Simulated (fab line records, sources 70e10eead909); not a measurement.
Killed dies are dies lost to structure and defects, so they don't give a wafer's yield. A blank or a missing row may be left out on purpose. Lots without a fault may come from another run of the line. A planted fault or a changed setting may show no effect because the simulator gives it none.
fab line records | flow nand_harc
record lots=24 wafers=72 last_day=24
route steps=1159 shown P_ZERO_WELL@17 P_STI@91 P_M0@275 P_BONDPAD@369 A_STAIRCASE@533
lots that met no fault: from a run of the same line without faults
start_h: hours from the record's first day to the start of the lot's first wafer shown | wait_h: hours since the lot's step before | " the same as in the row above | L1.1+2: a row that stands for several wafers | - no value, or no start given | * or withheld: withheld | < > ~ a bound
route shown NAME@n: a module of which the file shows steps, and the number in the route of the first | usual: mean/standard deviation of fault-free wafers | same: alike in all rows | chamber/n: place in a boat | sites: the reading at each site | _std_site: their standard deviation | _edge_site: outer sites' mean less inner sites' | radius_mm: how far each site lies from the wafer's centre | mask NAME#n: copy n | behind: the tool/chamber that last shaped the wafer | hold: why the lot was held/for how many hours/how that ended | device: the transistor (n, p or np) that didn't switch | end of line: the same wafers' tests at the end of the route | a step without rows: its recipe alone | killed: dies lost to structure and defects at the first sort, not the wafer's yield | map: a wafer's dies, x killed, . not, _ none there
set.NAME: the setting as run; set.NAME@STEP: as run at that earlier step | model.NAME: the simulator's own value behind a step, which no gauge read
steps of the route over a sample of lots; a table a step, a row a wafer
services: from which hour (start_h, from the record's first day; less than 0 if before it) a tool's chamber was out of use, for how many hours, and why
## steps
# step NHARC_P_ZERO_WELL_ETCH_65
# recipe target_depth_a=800 overetch_a=240 time_s=87.88 ion_energy_ev=200 n2_flow_sccm=150 h2_flow_sccm=150 ar_flow_sccm=0 rf_w=400 bias_w=150 chemistry=N2/H2
# usual drypump_motor_current_A=5.61/0.29 oes_product_au=0.996/0.0097 rf_vpp_V=431.9/2.5 showerhead_plenum_p_Torr=2.09/0.09 throttle_valve_pct=14.172/0.0092
# columns lot.wafer tool chamber start_h wait_h drypump_motor_current_A oes_product_au rf_hours_counter_h rf_vpp_V showerhead_plenum_p_Torr throttle_valve_pct
L074.4 rie_diel-08 0 13.59 0.1 5.60 1.002 4 433.9 2.21 14.165
L074.3 " 1 " " 5.56 0.980 4 431.0 2.05 14.173
L074.6 " 1 " " 5.59 0.979 - 431.2 2.05 14.162
L075.4 rie_diel-01 0 19.58 0.1 5.62 1.005 4 434.2 2.09 14.164
L075.1 " 1 " " 5.81 1.000 3 432.3 2.15 14.163
L075.6 " 3 " " 5.13 0.996 - 433.2 2.16 14.179
L076.3 rie_diel-04 2 25.48 0.1 5.99 1.008 7 430.3 2.06 14.166
L076.2 " 1 " " 5.13 0.998 7 435.2 2.19 14.161
L076.6 " 3 " " 5.38 1.003 - 428.1 1.93 14.165
L077.1 rie_diel-08 3 31.70 0.1 5.99 0.971 4 433.4 2.17 14.172
L077.4 " 0 " " 5.58 0.998 4 435.5 2.21 14.165
L077.6 " 0 " " 5.57 1.006 - 434.4 2.21 14.184
L078.2 rie_diel-08 1 37.53 0.1 5.54 0.994 6 431.0 2.05 14.167
L078.6 " 2 " " 5.31 0.992 - 430.7 1.98 14.163
L078.5 " 3 " " 6.01 0.982 - 433.0 2.17 14.165
L079.3 rie_diel-04 3 43.42 0.1 5.39 1.002 9 427.4 1.93 14.177
L079.4 " 2 " " 6.00 0.990 - 431.2 2.06 14.184
L079.6 " 1 " " 5.10 1.001 - 436.3 2.19 14.177
L080.2 rie_diel-04 3 49.48 0.1 5.38 1.006 10 428.5 1.93 14.174
L080.3 " 0 " " 5.80 1.008 8 430.3 2.05 14.173
L080.5 " 3 " " 5.38 1.005 - 427.9 1.93 14.161
L081.1 rie_diel-08 0 55.37 0.1 5.60 1.008 5 433.7 2.21 14.162
L081.2 " 2 " " 5.33 0.999 7 428.0 1.97 14.174
L081.5 " 3 " " 5.98 0.983 - 433.6 2.17 14.173
L082.2 rie_diel-04 1 61.37 0.1 5.09 0.995 11 434.9 2.19 14.160
L082.4 " 2 " " 5.97 1.005 11 430.2 2.06 14.179
L082.1 " 3 " " 5.42 0.997 10 427.6 1.93 14.183
L083.4 rie_diel-04 0 67.50 0.1 5.81 1.005 8 431.2 2.05 14.183
L083.1 " 1 " " 5.12 0.992 11 434.6 2.19 14.179
L083.5 " 0 " " 5.81 0.992 - 432.0 2.05 14.159
L084.4 rie_diel-01 3 73.37 0.1 5.11 0.995 7 432.4 2.15 14.169
L084.3 " 0 " " 5.62 1.012 7 431.6 2.09 14.170
L084.6 " 2 " " 5.83 0.987 - 434.0 2.15 14.160
L085.1 rie_diel-08 3 79.49 0.1 6.01 0.979 8 435.3 2.17 14.185
L085.2 " 0 " " 5.65 1.000 7 435.2 2.21 14.178
L085.5 " 2 " " 5.34 0.999 - 427.8 1.97 14.154
L086.4 rie_diel-08 1 85.37 0.1 5.56 0.989 11 431.7 2.05 14.172
L086.1 " 2 " " 5.32 0.991 10 428.3 1.97 14.169
L086.2 " 0 " " 5.59 0.997 7 434.7 2.21 14.168
L087.1 rie_diel-01 1 91.58 0.1 5.83 1.003 7 434.1 2.15 14.173
L087.3 " 0 " " 5.63 1.009 7 432.7 2.09 14.192
L087.5 " 2 " " 5.86 0.986 - 434.4 2.15 14.183
L088.3 rie_diel-08 1 97.49 0.1 5.53 0.980 11 431.8 2.05 14.146
L088.4 " 2 " " 5.31 0.998 11 428.6 1.97 14.183
L088.6 " 0 " " 5.58 0.996 - 435.8 2.21 14.174
L089.4 rie_diel-04 0 103.61 0.1 5.79 1.007 12 431.1 2.04 14.190
L089.5 " 2 " " 6.00 0.981 - 430.5 2.06 14.167
L089.6 " 3 " " 5.39 1.010 - 426.3 1.93 14.174
L090.1 rie_diel-08 3 109.49 0.1 6.01 0.977 10 434.8 2.17 14.182
L090.2 " 0 " " 5.63 1.001 8 435.3 2.21 14.167
L090.6 " 2 " " 5.34 0.999 - 428.0 1.97 14.189
L091.3 rie_diel-01 3 115.49 0.1 5.15 0.998 9 434.0 2.15 14.180
L091.2 " 2 " " 5.88 0.982 8 435.0 2.15 14.173
L091.6 " 0 " " 5.62 1.015 - 433.1 2.09 14.168
L092.3 rie_diel-01 1 121.49 0.1 5.81 0.987 9 432.6 2.15 14.163
L092.2 " 3 " " 5.14 0.987 9 433.3 2.15 14.166
L092.6 " 0 " " 5.64 1.008 - 430.8 2.09 14.167
L093.2 rie_diel-01 2 127.48 0.1 5.84 0.997 8 433.8 2.15 14.181
L093.5 " 2 " " 5.84 0.988 - 433.4 2.15 14.180
L093.6 " 3 " " 5.13 0.992 - 433.6 2.15 14.160
L094.2 rie_diel-04 3 133.49 0.1 5.38 0.992 2 428.2 1.92 14.186
L094.4 " 0 " " 5.82 1.003 1 431.2 2.04 14.167
L094.1 " 1 " " 5.12 0.996 1 433.3 2.19 14.172
L095.3 rie_diel-04 2 139.50 0.1 6.02 1.011 1 432.8 2.06 14.173
L095.4 " 3 " " 5.38 0.997 2 427.9 1.92 14.168
L095.2 " 1 " " 5.11 0.998 1 434.0 2.19 14.175
L096.3 rie_diel-08 3 145.51 0.1 6.06 0.984 0 433.8 2.17 14.172
L096.1 " 0 " " 5.62 1.006 0 433.7 2.21 14.169
L096.4 " 1 " " 5.55 0.983 0 431.9 2.05 14.167
L097.4 rie_diel-08 1 151.38 0.1 5.57 0.982 1 428.4 2.05 14.174
L097.5 " 2 " " 5.32 0.998 - 427.6 1.97 14.167
L097.6 " 3 " " 6.03 0.995 - 434.5 2.17 14.166
# step NHARC_P_STI_CD_MEAS_16
# usual cd_nm=200.9/2.4
# columns lot.wafer tool chamber start_h wait_h cd_nm
L074.3 cd_sem-03 - 37.81 - 202.4
L074.4 " - " " 200.5
L074.6 " - " " 200.3
L075.1 cd_sem-01 - 44.60 - 200.9
L075.4 " - " " 197.4
L075.6 " - " " 201.4
L076.2 cd_sem-01 - 44.63 - 202.6
L076.3 " - " " 203.6
L076.6 " - " " 198.5
L077.1 cd_sem-01 - 53.56 - 200.3
L077.4 " - " " 199.8
L077.6 " - " " 200.6
L078.2 cd_sem-01 - 59.66 - 202.3
L078.5 " - " " 204.3
L078.6 " - " " 202.2
L079.3 cd_sem-02 - 66.79 - 202.3
L079.4 " - " " 205.6
L079.6 " - " " 202.0
L080.2 cd_sem-02 - 72.43 - 197.7
L080.3 " - " " 195.7
L080.5 " - " " 197.6
L081.1 cd_sem-02 - 77.57 - 201.6
L081.2 " - " " 204.5
L081.5 " - " " 204.3
L082.1 cd_sem-03 - 84.06 - 197.1
L082.2 " - " " 199.9
L082.4 " - " " 199.2
L083.1 cd_sem-01 - 91.14 - 201.3
L083.4 " - " " 196.7
L083.5 " - " " 200.9
L084.3 cd_sem-02 - 96.04 - 197.8
L084.4 " - " " 197.2
L084.6 " - " " 197.7
L086.1 cd_sem-01 - 104.08 - 198.3
L086.2 " - " " 201.1
L086.4 " - " " 202.0
L085.1 cd_sem-02 - 104.20 - 198.1
L085.2 " - " " 199.6
L085.5 " - " " 200.0
L087.1 cd_sem-01 - 115.55 - 202.7
L087.3 " - " " 199.0
L087.5 " - " " 203.9
L088.3 cd_sem-01 - 121.54 - 201.4
L088.4 " - " " 202.4
L088.6 " - " " 204.4
L089.4 cd_sem-02 - 125.88 - 200.9
L089.5 " - " " 204.8
L089.6 " - " " 198.1
L090.1 cd_sem-02 - 131.67 - 202.7
L090.2 " - " " 204.9
L090.6 " - " " 204.3
L091.2 cd_sem-02 - 137.68 - 205.1
L091.3 " - " " 201.2
L091.6 " - " " 203.1
L092.2 cd_sem-02 - 145.85 - 202.8
L092.3 " - " " 204.1
L092.6 " - " " 203.6
L094.1 cd_sem-03 - 152.42 - 201.0
L094.2 " - " " 199.2
L094.4 " - " " 199.1
L093.2 cd_sem-02 - 152.58 - 202.1
L093.5 " - " " 203.3
L093.6 " - " " 206.1
L095.2 cd_sem-03 - 164.82 - 200.4
L095.3 " - " " 194.5
L095.4 " - " " 198.7
L096.1 cd_sem-03 - 164.98 - 199.2
L096.3 " - " " 198.7
L096.4 " - " " 199.8
L097.4 cd_sem-01 - 173.52 - 200.1
L097.5 " - " " 201.1
L097.6 " - " " 197.2
# step NHARC_P_STI_OCD_MEAS_17
# usual trench_depth_nm=300/4.3 trench_foot_cd_nm=159.1/2.3
# columns lot.wafer tool chamber start_h wait_h trench_depth_nm trench_foot_cd_nm
L074.3 ocd-02 - 37.90 0.1 300 159.6
L074.4 " - " " 299 160.3
L074.6 " - " " 299 158.9
L075.1 ocd-02 - 44.69 0.1 299 157.4
L075.4 " - " " 298 155.5
L075.6 " - " " 297 157.1
L076.2 ocd-02 - 44.72 0.1 299 160.5
L076.3 " - " " 301 161.5
L076.6 " - " " 305 158.0
L077.1 ocd-02 - 53.65 0.1 296 160.3
L077.4 " - " " 298 159.5
L077.6 " - " " 297 160.4
L078.2 ocd-02 - 59.75 0.1 292 162.4
L078.5 " - " " 295 162.4
L078.6 " - " " 298 161.5
L079.3 ocd-02 - 66.88 0.1 298 162.0
L079.4 " - " " 304 161.2
L079.6 " - " " 299 160.8
L080.2 ocd-02 - 72.51 0.1 301 157.0
L080.3 " - " " 294 156.5
L080.5 " - " " 297 157.2
L081.1 ocd-02 - 77.68 0.1 297 161.5
L081.2 " - " " 302 162.1
L081.5 " - " " 298 162.4
L082.1 ocd-02 - 84.15 0.1 295 156.6
L082.2 " - " " 299 158.9
L082.4 " - " " 302 157.7
L083.1 ocd-02 - 91.23 0.1 307 157.5
L083.4 " - " " 306 156.1
L083.5 " - " " 304 158.5
L084.3 ocd-02 - 96.13 0.1 298 157.0
L084.4 " - " " 306 155.7
L084.6 " - " " 298 155.9
L086.1 ocd-01 - 104.16 0.1 303 156.0
L086.2 " - " " 305 158.0
L086.4 " - " " 301 159.5
L085.1 ocd-02 - 104.29 0.1 304 154.1
L085.2 " - " " 303 157.2
L085.5 " - " " 297 158.6
L087.1 ocd-02 - 115.65 0.1 288 161.0
L087.3 " - " " 299 157.3
L087.5 " - " " 298 161.6
L088.3 ocd-02 - 121.63 0.1 299 159.8
L088.4 " - " " 304 159.8
L088.6 " - " " 303 160.4
L089.4 ocd-02 - 125.96 0.1 308 158.9
L089.5 " - " " 302 162.4
L089.6 " - " " 300 157.2
L090.1 ocd-01 - 131.76 0.1 298 160.9
L090.2 " - " " 299 163.9
L090.6 " - " " 300 162.1
L091.2 ocd-02 - 137.78 0.1 300 161.7
L091.3 " - " " 303 158.3
L091.6 " - " " 302 158.4
L092.2 ocd-01 - 145.94 0.1 305 161.3
L092.3 " - " " 304 161.8
L092.6 " - " " 297 163.5
L094.1 ocd-01 - 152.51 0.1 288 162.4
L094.2 " - " " 289 159.5
L094.4 " - " " 298 158.1
L093.2 ocd-02 - 152.66 0.1 307 158.5
L093.5 " - " " 304 161.6
L093.6 " - " " 306 163.5
L095.2 ocd-01 - 164.91 0.1 304 158.7
L095.3 " - " " 296 154.4
L095.4 " - " " 309 154.6
L096.1 ocd-02 - 165.07 0.1 303 156.0
L096.3 " - " " 300 156.2
L096.4 " - " " 300 158.0
L097.4 ocd-02 - 173.60 0.1 300 160.2
L097.5 " - " " 296 160.9
L097.6 " - " " 301 155.6
# step NHARC_P_M0_PVD_21
# recipe target_thk_a=300 chamber_pressure_pa=5 power_w=5000 substrate_temp_c=30 time_s=20.49 material=Cu
# usual throttle_valve_pct=30.2/1
# columns lot.wafer tool chamber start_h wait_h throttle_valve_pct
L074.3 pvd_sputter-02 - - - 28.2
L074.4 " - " " 30.8
L074.6 " - " " 30.8
L075.1 pvd_sputter-01 - - - 30.8
L075.4 " - " " 29.9
L075.6 " - " " 30.8
L076.3 pvd_sputter-03 - - - 32.1
L076.2 " - " " 30.1
L076.6 " - " " 29.5
L077.1 pvd_sputter-01 - - - 30.2
L077.4 " - " " 30.2
L077.6 " - " " 30.9
L078.2 pvd_sputter-03 - - - 31.9
L078.5 " - " " 30.1
L078.6 " - " " 32.1
L081.1 pvd_sputter-01 - - - 30.9
L081.2 " - " " 30.7
L081.5 " - " " 30.4
L080.3 pvd_sputter-03 - - - 30.3
L080.2 " - " " 31.9
L080.5 " - " " 30.6
L079.4 pvd_sputter-03 - - - 29.9
L079.3 " - " " 29.7
L079.6 " - " " 29.4
L082.1 pvd_sputter-02 - - - 29.4
L082.4 " - " " 28.7
L082.2 " - " " 28.4
L083.1 pvd_sputter-02 - - - 30.8
L083.4 " - " " 28.2
L083.5 " - " " 30.9
L084.4 pvd_sputter-03 - - - 30.1
L084.3 " - " " 29.4
L084.6 " - " " 29.3
L087.3 pvd_sputter-01 - - - 31.4
L087.1 " - " " 28.8
L087.5 " - " " 31.6
L086.1 pvd_sputter-01 - - - 30.4
L086.4 " - " " 31.6
L086.2 " - " " 30.8
L085.2 pvd_sputter-01 - - - 28.7
L085.1 " - " " 30.5
L085.5 " - " " 30.5
L088.3 pvd_sputter-03 - - - 30.2
L088.4 " - " " 29.2
L088.6 " - " " 29.9
L090.2 pvd_sputter-03 - - - 30.1
L090.1 " - " " 30.0
L090.6 " - " " 30.3
L089.4 pvd_sputter-03 - - - 32.2
L089.6 " - " " 29.9
L089.5 " - " " 29.3
L091.3 pvd_sputter-01 - - - 30.3
L091.2 " - " " 31.1
L091.6 " - " " 28.7
L094.1 pvd_sputter-01 - - - 30.7
L094.2 " - " " 29.0
L094.4 " - " " 30.3
L093.2 pvd_sputter-02 - - - 28.2
L093.5 " - " " 31.3
L093.6 " - " " 29.4
L092.2 pvd_sputter-03 - - - 29.9
L092.3 " - " " 29.4
L092.6 " - " " 32.1
L095.3 pvd_sputter-02 - - - 31.2
L095.4 " - " " 29.4
L095.2 " - " " 28.1
L096.4 pvd_sputter-01 - - - 28.8
L096.1 " - " " 30.4
L096.3 " - " " 31.7
L097.4 pvd_sputter-01 - - - 29.1
L097.5 " - " " 30.2
L097.6 " - " " 31.4
# step NHARC_P_BONDPAD_ETCH_12
# recipe target_depth_a=2000 time_s=100 chf3_flow_sccm=50 o2_flow_sccm=10 ar_flow_sccm=200 rf_w=500 bias_w=200 chemistry=CHF3/O2
# usual drypump_motor_current_A=5.9/0.33 oes_product_au=0.942/0.022 rf_vpp_V=371.6/2.2 showerhead_plenum_p_Torr=2.45/0.098 throttle_valve_pct=20.573/0.0085
# columns lot.wafer tool chamber start_h wait_h drypump_motor_current_A oes_product_au rf_hours_counter_h rf_vpp_V showerhead_plenum_p_Torr throttle_valve_pct
L074.3 rie_diel-02 2 - - 5.7 0.916 12 370.5 2.34 20.567
L074.4 " 3 " " 6.0 0.922 8 372.9 2.54 20.579
L074.6 " 3 " " 6.1 0.918 - 372.5 2.54 20.566
L075.1 rie_diel-02 3 - - 6.1 0.913 9 373.5 2.54 20.570
L075.4 " 0 " " 5.8 0.934 14 374.2 2.56 20.565
L075.6 " 3 " " 6.1 0.928 - 373.3 2.54 20.582
L076.2 rie_diel-02 3 - - 6.1 0.973 9 373.7 2.54 20.586
L076.3 " 0 " " 5.8 0.962 14 374.1 2.56 20.573
L076.6 " 3 " " 6.0 0.983 - 372.9 2.54 20.582
L077.4 rie_diel-07 0 - - 5.5 0.939 35 371.9 2.44 20.563
L077.1 " 2 " " 5.2 0.932 36 373.2 2.58 20.566
L077.6 " 0 " " 5.5 0.932 - 370.4 2.44 20.584
L078.2 rie_diel-10 0 - - 5.4 0.924 57 372.5 2.45 20.582
L078.6 " 2 " " 5.8 0.933 - 368.2 2.27 20.573
L078.5 " 0 " " 5.3 0.941 - 371.5 2.45 20.571
L081.2 rie_diel-02 3 - - 6.1 0.972 2 374.1 2.54 20.561
L081.1 " 0 " " 5.8 0.953 2 372.8 2.56 20.576
L081.5 " 1 " " 6.4 0.965 - 369.0 2.35 20.571
L080.3 rie_diel-02 0 - - 5.8 0.971 2 373.6 2.56 20.570
L080.2 " 1 " " 6.4 0.981 2 369.3 2.35 20.562
L080.5 " 0 " " 5.8 0.969 - 373.9 2.56 20.564
L079.4 rie_diel-02 2 - - 5.7 0.969 2 368.5 2.34 20.601
L079.3 " 3 " " 6.1 0.984 2 374.1 2.54 20.568
L079.6 " 0 " " 5.8 0.952 - 374.5 2.56 20.571
L082.1 rie_diel-02 0 - - 5.8 0.966 2 372.9 2.56 20.578
L082.4 " 1 " " 6.4 0.986 2 370.9 2.35 20.580
L082.2 " 2 " " 5.7 0.951 3 370.0 2.34 20.570
L083.1 rie_diel-07 2 - - 5.2 0.959 47 374.1 2.58 20.584
L083.4 " 1 " " 5.7 0.947 45 371.9 2.52 20.567
L083.5 " 2 " " 5.2 0.964 - 375.3 2.58 20.574
L084.3 rie_diel-02 3 - - 6.1 0.948 3 372.8 2.54 20.578
L084.4 " 0 " " 5.8 0.927 3 373.9 2.56 20.572
L084.6 " 0 " " 5.8 0.923 - 374.6 2.56 20.576
L087.1 rie_diel-10 0 - - 5.3 0.964 6 371.5 2.44 20.574
L087.3 " 2 " " 5.7 0.992 5 368.4 2.26 20.568
L087.5 " 0 " " 5.3 0.959 - 369.4 2.44 20.580
L086.1 rie_diel-02 0 - - 5.8 0.921 5 372.7 2.56 20.572
L086.4 " 1 " " 6.4 0.932 5 368.6 2.35 20.559
L086.2 " 3 " " 6.0 0.931 6 372.1 2.54 20.585
L085.1 rie_diel-02 1 - - 6.4 0.932 7 369.7 2.35 20.552
L085.2 " 2 " " 5.7 0.928 8 369.5 2.34 20.582
L085.5 " 2 " " 5.7 0.930 - 369.2 2.34 20.569
L088.4 rie_diel-02 3 - - 6.1 0.978 8 372.5 2.54 20.574
L088.3 " 0 " " 5.8 0.958 7 373.0 2.56 20.594
L088.6 " 0 " " 5.8 0.958 - 373.7 2.56 20.581
L090.1 rie_diel-02 2 - - 5.7 0.927 8 369.5 2.34 20.570
L090.2 " 3 " " 6.0 0.934 8 373.2 2.53 20.559
L090.6 " 0 " " 5.8 0.920 - 374.5 2.56 20.590
L089.4 rie_diel-02 1 - - 6.3 0.928 8 368.9 2.35 20.580
L089.6 " 2 " " 5.7 0.921 - 370.9 2.34 20.575
L089.5 " 3 " " 6.1 0.925 - 373.2 2.54 20.573
L091.3 rie_diel-02 3 - - 6.1 0.961 9 373.2 2.53 20.577
L091.2 " 1 " " 6.4 0.984 8 369.9 2.35 20.571
L091.6 " 2 " " 5.7 0.954 - 370.0 2.34 20.558
L094.2 rie_diel-02 2 - - 5.7 0.916 10 368.6 2.34 20.574
L094.1 " 0 " " 5.8 0.915 9 374.9 2.56 20.571
L094.4 " 1 " " 6.4 0.928 9 370.3 2.35 20.570
L093.2 rie_diel-02 1 - - 6.4 0.919 9 370.6 2.35 20.572
L093.5 " 1 " " 6.4 0.935 - 369.9 2.35 20.595
L093.6 " 2 " " 5.7 0.915 - 369.7 2.34 20.584
L092.3 rie_diel-02 3 - - 6.1 0.923 10 372.2 2.53 20.553
L092.2 " 2 " " 5.8 0.927 10 371.3 2.34 20.582
L092.6 " 0 " " 5.8 0.912 - 374.4 2.56 20.569
L095.2 rie_diel-02 3 - - 6.1 0.954 12 373.2 2.53 20.579
L095.3 " 0 " " 5.8 0.923 11 374.3 2.56 20.570
L095.4 " 1 " " 6.4 0.937 11 369.6 2.35 20.568
L096.3 rie_diel-02 1 - - 6.4 0.930 11 370.3 2.35 20.581
L096.4 " 2 " " 5.7 0.918 12 369.1 2.34 20.569
L096.1 " 0 " " 5.8 0.915 11 373.1 2.56 20.576
L097.4 rie_diel-10 1 - - 5.4 0.923 32 374.1 2.50 20.572
L097.5 " 3 " " 5.4 0.929 - 372.1 2.45 20.571
L097.6 " 0 " " 5.4 0.933 - 371.8 2.43 20.562
# step NHARC_A_STAIRCASE_STRIP_171
# recipe power_w=1500 temp_c=250 chemistry=O2
# usual drypump_motor_current_A=5.8/0.65 heater_power_w=329/33
# columns lot.wafer tool chamber start_h wait_h drypump_motor_current_A heater_power_w rf_hours_counter_h
L074.4 plasma_asher-01 1 231.25 - 6.0 322 -
L074.3 " 0 " " 5.5 380 -
L074.6 " 1 " " 6.1 327 -
L075.1 plasma_asher-01 1 244.73 - 6.1 326 46
L075.4 " 0 " " 5.5 389 -
L075.6 " 0 " " 5.5 383 -
L076.2 plasma_asher-01 0 245.06 - 5.5 385 46
L076.3 " 0 " " 5.5 386 -
L076.6 " 0 " " 5.5 386 -
L078.2 plasma_asher-01 0 252.33 - 5.6 386 48
L078.5 " 1 " " 6.0 324 -
L078.6 " 0 " " 5.5 390 -
L077.1 plasma_asher-01 0 252.62 - 5.5 391 48
L077.4 " 0 " " 5.6 396 -
L077.6 " 0 " " 5.5 376 -
L080.2 plasma_asher-02 0 271.78 - 6.6 323 25
L080.3 " 0 " " 6.6 329 -
L080.5 " 0 " " 6.7 321 -
L079.4 plasma_asher-02 1 272.15 - 4.9 304 -
L079.3 " 0 " " 6.6 323 -
L079.6 " 1 " " 5.0 297 -
L081.1 plasma_asher-02 1 272.34 - 5.0 297 25
L081.2 " 0 " " 6.5 327 25
L081.5 " 1 " " 5.0 295 -
L083.1 plasma_asher-02 1 279.59 - 5.0 297 29
L083.4 " 0 " " 6.6 329 -
L083.5 " 1 " " 5.0 294 -
L082.2 plasma_asher-02 0 279.87 - 6.6 332 30
L082.1 " 1 " " 4.9 293 30
L082.4 " 1 " " 5.0 290 -
L084.3 plasma_asher-02 0 286.68 - 6.6 323 -
L084.4 " 1 " " 4.9 299 -
L084.6 " 0 " " 6.6 324 -
L087.1 plasma_asher-02 1 307.16 - 4.9 300 41
L087.3 " 1 " " 4.9 299 -
L087.5 " 1 " " 4.9 296 -
L086.1 plasma_asher-02 0 307.42 - 6.6 331 41
L086.2 " 1 " " 5.0 289 41
L086.4 " 0 " " 6.6 326 -
L085.1 plasma_asher-01 1 332.13 - 6.1 314 14
L085.2 " 0 " " 5.5 376 14
L085.5 " 1 " " 6.0 320 -
L088.4 plasma_asher-02 1 333.18 - 5.0 295 -
L088.3 " 0 " " 6.6 324 -
L088.6 " 0 " " 6.7 329 -
L090.2 plasma_asher-02 1 336.68 - 5.0 294 51
L090.1 " 0 " " 6.6 317 51
L090.6 " 0 " " 6.6 330 -
L091.2 plasma_asher-01 1 336.88 - 6.0 319 16
L091.3 " 0 " " 5.6 390 -
L091.6 " 1 " " 6.0 317 -
L089.4 plasma_asher-02 1 340.78 - 5.0 296 -
L089.5 " 0 " " 6.6 333 -
L089.6 " 1 " " 4.9 296 -
L092.2 plasma_asher-02 1 344.56 - 5.0 295 54
L092.3 " 1 " " 5.0 292 -
L092.6 " 1 " " 5.0 299 -
L093.2 plasma_asher-01 0 344.80 - 5.5 387 19
L093.6 " 0 " " 5.6 382 -
L093.5 " 1 " " 6.1 322 -
L094.1 plasma_asher-02 0 351.88 - 6.6 330 56
L094.2 " 1 " " 4.9 298 56
L094.4 " 0 " " 6.7 318 -
L095.2 plasma_asher-01 0 366.22 - 5.5 386 30
L095.4 " 1 " " 6.1 325 -
L095.3 " 0 " " 5.6 384 -
L096.1 plasma_asher-02 1 369.21 - 5.0 299 0
L096.3 " 0 " " 6.6 319 -
L096.4 " 1 " " 5.0 298 -
L097.4 plasma_asher-01 0 373.20 - 5.6 387 -
L097.5 " 0 " " 5.6 390 -
L097.6 " 1 " " 6.1 329 -
## services
# columns tool chamber start_h hours kind
rie_diel-08 2 -5.34 7.6 repair
plasma_asher-02 - 6.00 9.0 pm
rie_diel-02 3 8.15 32.9 repair
rie_diel-08 0 37.74 15.8 repair
rie_diel-02 3 92.90 8.1 repair
plasma_asher-01 - 99.74 9.0 pm
pvd_sputter-03 - 102.00 10.0 pm
rie_diel-08 - 124.80 9.0 pm
rie_diel-02 - 150.71 9.0 pm
pvd_sputter-01 - 158.02 10.0 pm
rie_diel-08 - 171.33 1.3 repair
plasma_asher-02 - 183.00 9.0 pm
rie_diel-08 1 191.92 3.4 repair
rie_diel-02 3 222.69 4.1 repair
rie_diel-08 0 225.39 8.6 repair
pvd_sputter-03 - 249.30 1.1 repair
rie_diel-08 0 251.58 8.4 repair
plasma_asher-01 - 276.74 9.0 pm
pvd_sputter-03 - 280.00 10.0 pm
rie_diel-02 3 284.28 12.4 repair
rie_diel-08 - 301.80 9.0 pm
rie_diel-02 - 327.71 9.0 pm
pvd_sputter-01 - 336.02 10.0 pm
plasma_asher-02 - 360.00 9.0 pm
## key
fault none
